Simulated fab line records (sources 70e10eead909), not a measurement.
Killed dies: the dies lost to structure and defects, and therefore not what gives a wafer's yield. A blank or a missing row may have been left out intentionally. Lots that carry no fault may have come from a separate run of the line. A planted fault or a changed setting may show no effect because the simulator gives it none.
fab line records :: flow nand_harc
[record]
  lots = 7
  wafers = 19
  last_day = 35
route steps=1302 shown A_STAIRCASE@820 END@1302
lots untouched by any fault: they come from a run of this same line in which no faults occurred
start_h: the number of hours between the record's first day and the start of the first shown wafer of the lot :: wait_h: time in hours since the lot's previous step :: " repeats the value in the row above :: L1.1+2: several wafers, shown together as one row :: - value missing, or start not given :: * or withheld: withheld :: < > ~ a bound
route shown NAME@n: NAME is a module with steps in the file, n the number in the route of the first one :: usual: average and standard deviation across the fault-free wafers :: same: alike in all rows :: chamber/n: place in a boat :: sites: per-site readings :: _std_site: standard deviation of those values :: _edge_site: mean of outer sites minus mean of inner sites :: radius_mm: for every site, how far away it sits from the centre of the wafer :: mask NAME#n: copy n :: behind: the most recent tool/chamber to have shaped the wafer :: hold: reason for holding the lot/hours on hold/outcome of the hold :: device: names the non-switching transistor (n, p or np) :: end of line: the tests these same wafers got at the end of their route :: for a step that has no rows: nothing shown but its recipe :: killed: dies that structure and defects cost at the first sort, which is not the same as the wafer's yield :: map: per-die view of a wafer (x killed, . not killed, _ where there is no die)
set.NAME: the setting the step ran with; set.NAME@STEP: the setting that earlier step ran with :: model.NAME: the simulator's own value behind a step, which no gauge read
certain route steps with their lots: each step a table, each wafer a row
services: a tool's chamber out of use, with start hour (start_h, from the record's first day; less than 0 if before it), hours out, and reason
[[steps]]
[step NHARC_A_STAIRCASE_DEHYDRATE_302]
[recipe]
  temp_c = 150
  time_s = 120
[step NHARC_A_STAIRCASE_HMDS_303]
[recipe]
  time_s = 30
[step NHARC_A_STAIRCASE_COAT_304]
[recipe]
  spin_rpm = 1200
[step NHARC_A_STAIRCASE_SOFTBAKE_305]
[recipe]
  temp_c = 135
  time_s = 170
[step NHARC_A_STAIRCASE_EBR_306]
[step NHARC_A_STAIRCASE_EXPOSE_307]
[recipe]
  na = 0.5
  dose_mj = 45.72
  mask_id = CHOP_50
[step NHARC_A_STAIRCASE_PEB_308]
[recipe]
  peb_temp_c = 115
  peb_time_s = 130
[step NHARC_A_STAIRCASE_DEVELOP_309]
[recipe]
  time_s = 140
[step NHARC_A_STAIRCASE_HARDBAKE_311]
[recipe]
  temp_c = 120
  time_s = 140
[step NHARC_A_STAIRCASE_DESCUM_312]
[recipe]
  time_s = 3
  o2_flow_sccm = 200
  ar_flow_sccm = 0
  bias_power_w = 0
  chemistry = O2
[usual]
  chamber_pressure_mTorr = 59.99/0.054
  drypump_motor_current_A = 5.7/0.55
  o2_flow_sccm = 199.9/0.63
  oes_product_au = 0.999/0.011
  rf_vpp_V = 57.6/0.76
  showerhead_plenum_p_Torr = 1.87/0.072
  throttle_valve_pct = 11.311/0.0087
lot.wafer: L188.2
tool: rie_diel-01
chamber: 0
start_h: 484.59
wait_h: -
chamber_pressure_mTorr: 60.03
drypump_motor_current_A: 6.7
o2_flow_sccm: 199.4
oes_product_au: 1.005
rf_hours_counter_h: 27
rf_vpp_V: 58.6
showerhead_plenum_p_Torr: 1.97
throttle_valve_pct: 11.316

lot.wafer: L188.4
tool: rie_diel-01
chamber: 2
start_h: 484.59
wait_h: -
chamber_pressure_mTorr: 60.05
drypump_motor_current_A: 4.7
o2_flow_sccm: 199.7
oes_product_au: 1.012
rf_hours_counter_h: 22
rf_vpp_V: 59.0
showerhead_plenum_p_Torr: 1.88
throttle_valve_pct: 11.302

lot.wafer: L188.6
tool: rie_diel-01
chamber: 0
start_h: 484.59
wait_h: -
chamber_pressure_mTorr: 60.13
drypump_motor_current_A: 6.7
o2_flow_sccm: 200.2
oes_product_au: 1.009
rf_hours_counter_h: -
rf_vpp_V: 57.4
showerhead_plenum_p_Torr: 1.97
throttle_valve_pct: 11.301

lot.wafer: L194.1
tool: rie_diel-06
chamber: 2
start_h: 500.39
wait_h: -
chamber_pressure_mTorr: 60.00
drypump_motor_current_A: 5.8
o2_flow_sccm: 200.4
oes_product_au: 0.983
rf_hours_counter_h: 3
rf_vpp_V: 57.8
showerhead_plenum_p_Torr: 1.80
throttle_valve_pct: 11.322

lot.wafer: L194.4
tool: rie_diel-06
chamber: 0
start_h: 500.39
wait_h: -
chamber_pressure_mTorr: 59.97
drypump_motor_current_A: 6.8
o2_flow_sccm: 198.4
oes_product_au: 0.991
rf_hours_counter_h: 3
rf_vpp_V: 58.6
showerhead_plenum_p_Torr: 1.85
throttle_valve_pct: 11.324

lot.wafer: L193.3
tool: rie_diel-06
chamber: 2
start_h: 501.65
wait_h: -
chamber_pressure_mTorr: 60.01
drypump_motor_current_A: 5.9
o2_flow_sccm: 199.0
oes_product_au: 0.988
rf_hours_counter_h: 3
rf_vpp_V: 58.4
showerhead_plenum_p_Torr: 1.80
throttle_valve_pct: 11.310

lot.wafer: L193.5
tool: rie_diel-06
chamber: 0
start_h: 501.65
wait_h: -
chamber_pressure_mTorr: 59.90
drypump_motor_current_A: 6.8
o2_flow_sccm: 197.9
oes_product_au: 1.000
rf_hours_counter_h: -
rf_vpp_V: 56.7
showerhead_plenum_p_Torr: 1.85
throttle_valve_pct: 11.318

lot.wafer: L196.2
tool: rie_diel-06
chamber: 2
start_h: 520.88
wait_h: -
chamber_pressure_mTorr: 59.99
drypump_motor_current_A: 5.9
o2_flow_sccm: 199.8
oes_product_au: 1.001
rf_hours_counter_h: 11
rf_vpp_V: 58.3
showerhead_plenum_p_Torr: 1.80
throttle_valve_pct: 11.297

lot.wafer: L196.5
tool: rie_diel-06
chamber: 0
start_h: 520.88
wait_h: -
chamber_pressure_mTorr: 60.05
drypump_motor_current_A: 6.8
o2_flow_sccm: 199.8
oes_product_au: 0.997
rf_hours_counter_h: -
rf_vpp_V: 56.8
showerhead_plenum_p_Torr: 1.85
throttle_valve_pct: 11.318

lot.wafer: L196.6
tool: rie_diel-06
chamber: 1
start_h: 520.88
wait_h: -
chamber_pressure_mTorr: 59.98
drypump_motor_current_A: 6.1
o2_flow_sccm: 200.3
oes_product_au: 0.990
rf_hours_counter_h: -
rf_vpp_V: 56.7
showerhead_plenum_p_Torr: 1.92
throttle_valve_pct: 11.330

lot.wafer: L203.3
tool: rie_diel-01
chamber: 1
start_h: 572.32
wait_h: -
chamber_pressure_mTorr: 60.10
drypump_motor_current_A: 6.4
o2_flow_sccm: 199.3
oes_product_au: 0.981
rf_hours_counter_h: 4
rf_vpp_V: 57.5
showerhead_plenum_p_Torr: 1.80
throttle_valve_pct: 11.312

lot.wafer: L203.4
tool: rie_diel-01
chamber: 2
start_h: 572.32
wait_h: -
chamber_pressure_mTorr: 60.08
drypump_motor_current_A: 4.7
o2_flow_sccm: 200.3
oes_product_au: 0.984
rf_hours_counter_h: 4
rf_vpp_V: 58.7
showerhead_plenum_p_Torr: 1.87
throttle_valve_pct: 11.325

lot.wafer: L203.6
tool: rie_diel-01
chamber: 1
start_h: 572.32
wait_h: -
chamber_pressure_mTorr: 59.99
drypump_motor_current_A: 6.3
o2_flow_sccm: 199.2
oes_product_au: 0.985
rf_hours_counter_h: -
rf_vpp_V: 57.3
showerhead_plenum_p_Torr: 1.80
throttle_valve_pct: 11.316

lot.wafer: L204.4
tool: rie_diel-10
chamber: 1
start_h: 572.63
wait_h: -
chamber_pressure_mTorr: 59.92
drypump_motor_current_A: 5.8
o2_flow_sccm: 200.0
oes_product_au: 1.003
rf_hours_counter_h: 45
rf_vpp_V: 55.7
showerhead_plenum_p_Torr: 1.78
throttle_valve_pct: 11.315

lot.wafer: L204.6
tool: rie_diel-10
chamber: 3
start_h: 572.63
wait_h: -
chamber_pressure_mTorr: 59.96
drypump_motor_current_A: 5.4
o2_flow_sccm: 200.1
oes_product_au: 1.001
rf_hours_counter_h: -
rf_vpp_V: 59.3
showerhead_plenum_p_Torr: 2.01
throttle_valve_pct: 11.314

lot.wafer: L204.5
tool: rie_diel-10
chamber: 0
start_h: 572.63
wait_h: -
chamber_pressure_mTorr: 60.06
drypump_motor_current_A: 5.3
o2_flow_sccm: 200.3
oes_product_au: 1.000
rf_hours_counter_h: -
rf_vpp_V: 57.7
showerhead_plenum_p_Torr: 1.84
throttle_valve_pct: 11.326

lot.wafer: L207.4
tool: rie_diel-06
chamber: 3
start_h: 654.57
wait_h: -
chamber_pressure_mTorr: 59.99
drypump_motor_current_A: 5.4
o2_flow_sccm: 200.7
oes_product_au: 0.978
rf_hours_counter_h: 57
rf_vpp_V: 57.1
showerhead_plenum_p_Torr: 1.86
throttle_valve_pct: 11.303

lot.wafer: L207.1
tool: rie_diel-06
chamber: 0
start_h: 654.57
wait_h: -
chamber_pressure_mTorr: 60.06
drypump_motor_current_A: 6.8
o2_flow_sccm: 200.0
oes_product_au: 0.986
rf_hours_counter_h: 58
rf_vpp_V: 57.8
showerhead_plenum_p_Torr: 1.84
throttle_valve_pct: 11.302

lot.wafer: L207.5
tool: rie_diel-06
chamber: 1
start_h: 654.57
wait_h: -
chamber_pressure_mTorr: 59.99
drypump_motor_current_A: 6.1
o2_flow_sccm: 200.1
oes_product_au: 0.995
rf_hours_counter_h: -
rf_vpp_V: 56.4
showerhead_plenum_p_Torr: 1.91
throttle_valve_pct: 11.304
[step NHARC_A_STAIRCASE_ETCH_313]
[recipe]
  cf4_flow_sccm = 100
  chf3_flow_sccm = 30
  ar_flow_sccm = 0
  rf_w = 500
  bias_w = 200
  chemistry = CF4/CHF3
[usual]
  chamber_pressure_mTorr = 24.999/0.022
  drypump_motor_current_A = 5.8/0.55
  oes_product_au = 0.936/0.018
  rf_vpp_V = 369.4/2.2
  showerhead_plenum_p_Torr = 1.53/0.055
  throttle_valve_pct = 16.802/0.0094
lot.wafer: L188.4
tool: rie_diel-01
chamber: 0
start_h: 484.68
wait_h: 0.1
chamber_pressure_mTorr: 25.011
drypump_motor_current_A: 6.7
oes_product_au: 0.916
rf_hours_counter_h: 27
rf_vpp_V: 373.5
showerhead_plenum_p_Torr: 1.62
throttle_valve_pct: 16.804

lot.wafer: L188.2
tool: rie_diel-01
chamber: 1
start_h: 484.68
wait_h: 0.1
chamber_pressure_mTorr: 25.045
drypump_motor_current_A: 6.3
oes_product_au: 0.921
rf_hours_counter_h: 26
rf_vpp_V: 367.7
showerhead_plenum_p_Torr: 1.50
throttle_valve_pct: 16.812

lot.wafer: L188.6
tool: rie_diel-01
chamber: 3
start_h: 484.68
wait_h: 0.1
chamber_pressure_mTorr: 24.975
drypump_motor_current_A: 6.2
oes_product_au: 0.926
rf_hours_counter_h: -
rf_vpp_V: 369.5
showerhead_plenum_p_Torr: 1.55
throttle_valve_pct: 16.798

lot.wafer: L194.4
tool: rie_diel-06
chamber: 2
start_h: 500.48
wait_h: 0.1
chamber_pressure_mTorr: 25.005
drypump_motor_current_A: 5.9
oes_product_au: 0.946
rf_hours_counter_h: 3
rf_vpp_V: 366.6
showerhead_plenum_p_Torr: 1.49
throttle_valve_pct: 16.800

lot.wafer: L194.1
tool: rie_diel-06
chamber: 3
start_h: 500.48
wait_h: 0.1
chamber_pressure_mTorr: 24.964
drypump_motor_current_A: 5.5
oes_product_au: 0.951
rf_hours_counter_h: 3
rf_vpp_V: 369.5
showerhead_plenum_p_Torr: 1.54
throttle_valve_pct: 16.805

lot.wafer: L193.3
tool: rie_diel-06
chamber: 1
start_h: 501.73
wait_h: 0.1
chamber_pressure_mTorr: 25.032
drypump_motor_current_A: 6.2
oes_product_au: 0.969
rf_hours_counter_h: 3
rf_vpp_V: 370.5
showerhead_plenum_p_Torr: 1.58
throttle_valve_pct: 16.812

lot.wafer: L193.5
tool: rie_diel-06
chamber: 0
start_h: 501.73
wait_h: 0.1
chamber_pressure_mTorr: 24.985
drypump_motor_current_A: 6.8
oes_product_au: 0.946
rf_hours_counter_h: -
rf_vpp_V: 368.8
showerhead_plenum_p_Torr: 1.53
throttle_valve_pct: 16.806

lot.wafer: L196.2
tool: rie_diel-06
chamber: 3
start_h: 520.96
wait_h: 0.1
chamber_pressure_mTorr: 24.984
drypump_motor_current_A: 5.4
oes_product_au: 0.917
rf_hours_counter_h: 10
rf_vpp_V: 369.0
showerhead_plenum_p_Torr: 1.54
throttle_valve_pct: 16.794

lot.wafer: L196.5
tool: rie_diel-06
chamber: 1
start_h: 520.96
wait_h: 0.1
chamber_pressure_mTorr: 25.015
drypump_motor_current_A: 6.1
oes_product_au: 0.927
rf_hours_counter_h: -
rf_vpp_V: 372.6
showerhead_plenum_p_Torr: 1.58
throttle_valve_pct: 16.804

lot.wafer: L196.6
tool: rie_diel-06
chamber: 2
start_h: 520.96
wait_h: 0.1
chamber_pressure_mTorr: 25.008
drypump_motor_current_A: 5.9
oes_product_au: 0.923
rf_hours_counter_h: -
rf_vpp_V: 366.8
showerhead_plenum_p_Torr: 1.48
throttle_valve_pct: 16.806

lot.wafer: L203.4
tool: rie_diel-01
chamber: 2
start_h: 572.41
wait_h: 0.1
chamber_pressure_mTorr: 24.961
drypump_motor_current_A: 4.8
oes_product_au: 0.955
rf_hours_counter_h: 4
rf_vpp_V: 369.5
showerhead_plenum_p_Torr: 1.54
throttle_valve_pct: 16.811

lot.wafer: L203.3
tool: rie_diel-01
chamber: 3
start_h: 572.41
wait_h: 0.1
chamber_pressure_mTorr: 25.024
drypump_motor_current_A: 6.2
oes_product_au: 0.974
rf_hours_counter_h: 2
rf_vpp_V: 368.2
showerhead_plenum_p_Torr: 1.54
throttle_valve_pct: 16.794

lot.wafer: L203.6
tool: rie_diel-01
chamber: 2
start_h: 572.41
wait_h: 0.1
chamber_pressure_mTorr: 25.018
drypump_motor_current_A: 4.8
oes_product_au: 0.957
rf_hours_counter_h: -
rf_vpp_V: 367.4
showerhead_plenum_p_Torr: 1.54
throttle_valve_pct: 16.798

lot.wafer: L204.4
tool: rie_diel-10
chamber: 1
start_h: 572.70
wait_h: 0.1
chamber_pressure_mTorr: 24.989
drypump_motor_current_A: 5.8
oes_product_au: 0.922
rf_hours_counter_h: 45
rf_vpp_V: 368.2
showerhead_plenum_p_Torr: 1.47
throttle_valve_pct: 16.806

lot.wafer: L204.6
tool: rie_diel-10
chamber: 0
start_h: 572.70
wait_h: 0.1
chamber_pressure_mTorr: 25.011
drypump_motor_current_A: 5.4
oes_product_au: 0.938
rf_hours_counter_h: -
rf_vpp_V: 367.9
showerhead_plenum_p_Torr: 1.52
throttle_valve_pct: 16.812

lot.wafer: L204.5
tool: rie_diel-10
chamber: 1
start_h: 572.70
wait_h: 0.1
chamber_pressure_mTorr: 25.033
drypump_motor_current_A: 5.8
oes_product_au: 0.926
rf_hours_counter_h: -
rf_vpp_V: 367.7
showerhead_plenum_p_Torr: 1.47
throttle_valve_pct: 16.802

lot.wafer: L207.4
tool: rie_diel-06
chamber: 3
start_h: 654.66
wait_h: 0.1
chamber_pressure_mTorr: 25.012
drypump_motor_current_A: 5.4
oes_product_au: 0.916
rf_hours_counter_h: 57
rf_vpp_V: 369.9
showerhead_plenum_p_Torr: 1.53
throttle_valve_pct: 16.794

lot.wafer: L207.1
tool: rie_diel-06
chamber: 0
start_h: 654.66
wait_h: 0.1
chamber_pressure_mTorr: 24.980
drypump_motor_current_A: 6.8
oes_product_au: 0.913
rf_hours_counter_h: 58
rf_vpp_V: 369.5
showerhead_plenum_p_Torr: 1.51
throttle_valve_pct: 16.814

lot.wafer: L207.5
tool: rie_diel-06
chamber: 2
start_h: 654.66
wait_h: 0.1
chamber_pressure_mTorr: 25.017
drypump_motor_current_A: 5.9
oes_product_au: 0.927
rf_hours_counter_h: -
rf_vpp_V: 365.5
showerhead_plenum_p_Torr: 1.47
throttle_valve_pct: 16.799
[step NHARC_A_STAIRCASE_HM_OPEN_463]
[recipe]
  o2_flow_sccm = 400
  cos_flow_sccm = 20
  ar_flow_sccm = 0
  rf_w = 500
  bias_w = 300
  chemistry = O2/COS
[usual]
  chamber_pressure_mTorr = 20.000/0.018
  drypump_motor_current_A = 5.8/0.54
  o2_flow_sccm = 400.0/1.2
  oes_product_au = 1.001/0.0097
  rf_vpp_V = 465.6/2.5
  showerhead_plenum_p_Torr = 3.05/0.11
  throttle_valve_pct = 28.331/0.0095
lot.wafer: L188.2
tool: rie_diel-01
chamber: 0
start_h: 484.80
wait_h: -
chamber_pressure_mTorr: 20.020
drypump_motor_current_A: 6.7
o2_flow_sccm: 401.0
oes_product_au: 0.996
rf_hours_counter_h: 27
rf_vpp_V: 470.2
showerhead_plenum_p_Torr: 3.21
throttle_valve_pct: 28.325

lot.wafer: L188.4
tool: rie_diel-01
chamber: 1
start_h: 484.80
wait_h: -
chamber_pressure_mTorr: 20.010
drypump_motor_current_A: 6.3
o2_flow_sccm: 399.8
oes_product_au: 0.996
rf_hours_counter_h: 26
rf_vpp_V: 462.7
showerhead_plenum_p_Torr: 2.97
throttle_valve_pct: 28.330

lot.wafer: L188.6
tool: rie_diel-01
chamber: 1
start_h: 484.80
wait_h: -
chamber_pressure_mTorr: 20.026
drypump_motor_current_A: 6.4
o2_flow_sccm: 398.8
oes_product_au: 1.003
rf_hours_counter_h: -
rf_vpp_V: 464.1
showerhead_plenum_p_Torr: 2.97
throttle_valve_pct: 28.313

lot.wafer: L194.1
tool: rie_diel-06
chamber: 3
start_h: 500.59
wait_h: -
chamber_pressure_mTorr: 19.954
drypump_motor_current_A: 5.5
o2_flow_sccm: 397.0
oes_product_au: 1.322
rf_hours_counter_h: 3
rf_vpp_V: 465.9
showerhead_plenum_p_Torr: 3.06
throttle_valve_pct: 28.331

lot.wafer: L194.4
tool: rie_diel-06
chamber: 0
start_h: 500.59
wait_h: -
chamber_pressure_mTorr: 19.997
drypump_motor_current_A: 6.8
o2_flow_sccm: 399.5
oes_product_au: 0.982
rf_hours_counter_h: 3
rf_vpp_V: 465.7
showerhead_plenum_p_Torr: 3.03
throttle_valve_pct: 28.330

lot.wafer: L193.3
tool: rie_diel-06
chamber: 2
start_h: 501.85
wait_h: -
chamber_pressure_mTorr: 19.975
drypump_motor_current_A: 5.9
o2_flow_sccm: 398.0
oes_product_au: 0.999
rf_hours_counter_h: 3
rf_vpp_V: 464.5
showerhead_plenum_p_Torr: 2.95
throttle_valve_pct: 28.338

lot.wafer: L193.5
tool: rie_diel-06
chamber: 1
start_h: 501.85
wait_h: -
chamber_pressure_mTorr: 20.009
drypump_motor_current_A: 6.2
o2_flow_sccm: 399.7
oes_product_au: 1.333
rf_hours_counter_h: -
rf_vpp_V: 466.0
showerhead_plenum_p_Torr: 3.14
throttle_valve_pct: 28.333

lot.wafer: L196.2
tool: rie_diel-06
chamber: 1
start_h: 521.06
wait_h: -
chamber_pressure_mTorr: 19.983
drypump_motor_current_A: 6.1
o2_flow_sccm: 399.0
oes_product_au: 0.989
rf_hours_counter_h: 12
rf_vpp_V: 467.1
showerhead_plenum_p_Torr: 3.14
throttle_valve_pct: 28.340

lot.wafer: L196.5
tool: rie_diel-06
chamber: 1
start_h: 521.06
wait_h: -
chamber_pressure_mTorr: 19.972
drypump_motor_current_A: 6.1
o2_flow_sccm: 399.5
oes_product_au: 1.338
rf_hours_counter_h: -
rf_vpp_V: 466.5
showerhead_plenum_p_Torr: 3.14
throttle_valve_pct: 28.326

lot.wafer: L196.6
tool: rie_diel-06
chamber: 2
start_h: 521.06
wait_h: -
chamber_pressure_mTorr: 19.995
drypump_motor_current_A: 5.9
o2_flow_sccm: 398.7
oes_product_au: 1.002
rf_hours_counter_h: -
rf_vpp_V: 463.6
showerhead_plenum_p_Torr: 2.95
throttle_valve_pct: 28.326

lot.wafer: L203.3
tool: rie_diel-01
chamber: 0
start_h: 572.52
wait_h: -
chamber_pressure_mTorr: 20.007
drypump_motor_current_A: 6.7
o2_flow_sccm: 397.4
oes_product_au: 1.002
rf_hours_counter_h: 2
rf_vpp_V: 468.3
showerhead_plenum_p_Torr: 3.20
throttle_valve_pct: 28.336

lot.wafer: L203.4
tool: rie_diel-01
chamber: 1
start_h: 572.52
wait_h: -
chamber_pressure_mTorr: 20.009
drypump_motor_current_A: 6.4
o2_flow_sccm: 401.6
oes_product_au: 0.984
rf_hours_counter_h: 4
rf_vpp_V: 461.6
showerhead_plenum_p_Torr: 2.95
throttle_valve_pct: 28.338

lot.wafer: L203.6
tool: rie_diel-01
chamber: 0
start_h: 572.52
wait_h: -
chamber_pressure_mTorr: 20.008
drypump_motor_current_A: 6.7
o2_flow_sccm: 399.7
oes_product_au: 1.009
rf_hours_counter_h: -
rf_vpp_V: 467.5
showerhead_plenum_p_Torr: 3.20
throttle_valve_pct: 28.331

lot.wafer: L204.4
tool: rie_diel-10
chamber: 2
start_h: 572.82
wait_h: -
chamber_pressure_mTorr: 20.002
drypump_motor_current_A: 5.1
o2_flow_sccm: 402.2
oes_product_au: 1.013
rf_hours_counter_h: 46
rf_vpp_V: 463.8
showerhead_plenum_p_Torr: 2.96
throttle_valve_pct: 28.347

lot.wafer: L204.6
tool: rie_diel-10
chamber: 2
start_h: 572.82
wait_h: -
chamber_pressure_mTorr: 19.997
drypump_motor_current_A: 5.1
o2_flow_sccm: 401.2
oes_product_au: 1.001
rf_hours_counter_h: -
rf_vpp_V: 463.2
showerhead_plenum_p_Torr: 2.96
throttle_valve_pct: 28.333

lot.wafer: L204.5
tool: rie_diel-10
chamber: 3
start_h: 572.82
wait_h: -
chamber_pressure_mTorr: 20.011
drypump_motor_current_A: 5.4
o2_flow_sccm: 400.1
oes_product_au: 1.018
rf_hours_counter_h: -
rf_vpp_V: 469.4
showerhead_plenum_p_Torr: 3.27
throttle_valve_pct: 28.335

lot.wafer: L207.1
tool: rie_diel-06
chamber: 1
start_h: 654.76
wait_h: -
chamber_pressure_mTorr: 19.978
drypump_motor_current_A: 6.2
o2_flow_sccm: 403.0
oes_product_au: 0.988
rf_hours_counter_h: 66
rf_vpp_V: 467.1
showerhead_plenum_p_Torr: 3.11
throttle_valve_pct: 28.331

lot.wafer: L207.4
tool: rie_diel-06
chamber: 0
start_h: 654.76
wait_h: -
chamber_pressure_mTorr: 19.978
drypump_motor_current_A: 6.8
o2_flow_sccm: 399.7
oes_product_au: 0.993
rf_hours_counter_h: 58
rf_vpp_V: 465.3
showerhead_plenum_p_Torr: 3.00
throttle_valve_pct: 28.332

lot.wafer: L207.5
tool: rie_diel-06
chamber: 2
start_h: 654.76
wait_h: -
chamber_pressure_mTorr: 19.984
drypump_motor_current_A: 5.9
o2_flow_sccm: 400.5
oes_product_au: 0.989
rf_hours_counter_h: -
rf_vpp_V: 462.1
showerhead_plenum_p_Torr: 2.92
throttle_valve_pct: 28.329
[step NHARC_A_STAIRCASE_STRIP_464]
[recipe]
  o2_flow_sccm = 400
  cos_flow_sccm = 20
  ar_flow_sccm = 0
  bias_w = 0
  chemistry = O2/COS
[step NHARC_END_SORT_01]
[recipe]
  temp_c = 25
[usual]
  killed_at_array = 54/18
  killed_at_other = 0.9/1.2
  killed_at_periphery = 4.4/2.9
  killed_dies = 59/18
  killed_open = 3.2/1.8
  killed_short = 2.6/1.8
[same]
  gross_dies = 677
lot.wafer: L204.4
tool: prober-02
chamber: 0
start_h: 767.99
wait_h: 3.4
killed_at_array: 52
killed_at_other: 0
killed_at_periphery: 5
killed_dies: 57
killed_open: 4
killed_short: 6

lot.wafer: L204.5
tool: prober-02
chamber: 0
start_h: 768.79
wait_h: 3.7
killed_at_array: 48
killed_at_other: 1
killed_at_periphery: 4
killed_dies: 53
killed_open: 5
killed_short: 2

lot.wafer: L204.6
tool: prober-02
chamber: 0
start_h: 769.58
wait_h: 4.0
killed_at_array: 50
killed_at_other: 0
killed_at_periphery: 3
killed_dies: 53
killed_open: 2
killed_short: 4
// killed by level:class
L204.4 A_CHANNEL_HOLE_D2:chamber_film_flake=28 A_CHANNEL_HOLE_D1:chamber_film_flake=8 P_CONTACT:chamber_film_flake=3 A_SLIT:chamber_film_flake=3 P_GATE:geometric_particle:open=2 A_CHANNEL_HOLE_D1:geometric_particle:short=2 A_WL_FILL:geometric_particle:short=2 A_CONTACT:chamber_film_flake=2
L204.5 A_CHANNEL_HOLE_D2:chamber_film_flake=26 A_CHANNEL_HOLE_D1:chamber_film_flake=9 A_SLIT:chamber_film_flake=6 P_CONTACT:chamber_film_flake=2 A_WL_FILL:chamber_film_flake=2 P_CONTACT:geometric_particle:open=1 P_M1:geometric_particle:open=1 A_ONON_D1:geometric_particle:open=1
L204.6 A_CHANNEL_HOLE_D2:chamber_film_flake=28 A_CHANNEL_HOLE_D1:chamber_film_flake=10 A_STAIRCASE:chamber_film_flake=3 A_SLIT:chamber_film_flake=3 A_WL_FILL:geometric_particle:short=2 P_M0:geometric_particle:open=1 A_SOURCE_PLATE:geometric_particle:short=1 A_ONON_D1:geometric_particle:short=1
[[services]]
tool: rie_diel-06
chamber: 0
start_h: 462.69
hours: -
kind: clean

tool: rie_diel-06
chamber: 1
start_h: 462.69
hours: -
kind: clean

tool: rie_diel-06
chamber: 2
start_h: 462.69
hours: -
kind: clean

tool: rie_diel-06
chamber: 3
start_h: 462.69
hours: -
kind: clean

tool: rie_diel-10
chamber: 0
start_h: 483.51
hours: 6.6
kind: repair

tool: rie_diel-06
chamber: -
start_h: 484.27
hours: 9.0
kind: pm

tool: rie_diel-06
chamber: 0
start_h: 484.27
hours: 9.0
kind: vent_cycle

tool: rie_diel-06
chamber: 1
start_h: 484.27
hours: 9.0
kind: vent_cycle

tool: rie_diel-06
chamber: 2
start_h: 484.27
hours: 9.0
kind: vent_cycle

tool: rie_diel-06
chamber: 3
start_h: 484.27
hours: 9.9
kind: vent_cycle

tool: rie_diel-06
chamber: 0
start_h: 493.27
hours: -
kind: clean

tool: rie_diel-06
chamber: 1
start_h: 493.27
hours: -
kind: clean

tool: rie_diel-06
chamber: 2
start_h: 493.27
hours: -
kind: clean

tool: rie_diel-06
chamber: 0
start_h: 517.77
hours: -
kind: clean

tool: rie_diel-06
chamber: 1
start_h: 517.77
hours: -
kind: clean

tool: rie_diel-06
chamber: 2
start_h: 517.77
hours: -
kind: clean

tool: rie_diel-06
chamber: 3
start_h: 517.77
hours: -
kind: clean

tool: rie_diel-06
chamber: 0
start_h: 542.32
hours: -
kind: clean

tool: rie_diel-06
chamber: 1
start_h: 542.32
hours: -
kind: clean

tool: rie_diel-06
chamber: 2
start_h: 542.32
hours: -
kind: clean

tool: rie_diel-01
chamber: -
start_h: 557.80
hours: 9.0
kind: pm

tool: rie_diel-10
chamber: -
start_h: 596.76
hours: 9.0
kind: pm

tool: rie_diel-01
chamber: 0
start_h: 619.70
hours: 6.1
kind: repair

tool: rie_diel-10
chamber: 1
start_h: 643.14
hours: 7.1
kind: repair
[[key]]
[first_sign]
  step = NHARC_A_STAIRCASE_HM_OPEN_463
  reading = oes_product_au
  direction = up
  sigmas = 34
  usual = 1.001
  struck = 1.331
effect none on later readings
met_at NHARC_A_STAIRCASE_HM_OPEN_463
struck_wafers L193.5,L194.1,L196.5
tester_left_out L193,L194,L196
[fault]
  kind = process_parameter_drift
  tool = rie_diel-06
  chamber = -
  onset_h = 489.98
  steps = NHARC_A_STAIRCASE_HM_OPEN_463
  channel = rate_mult
  offset = 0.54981
  shape = step
  end_h = 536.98
  scope = struck_wafers_only
// tester_left_out: of these lots the tester's yield and bins aren't shown, on N5 and GAA mostly nor the transistor test; their killed dies are dies lost to structure and defects alone, not to doping, threshold or leakage, so they don't give the yield
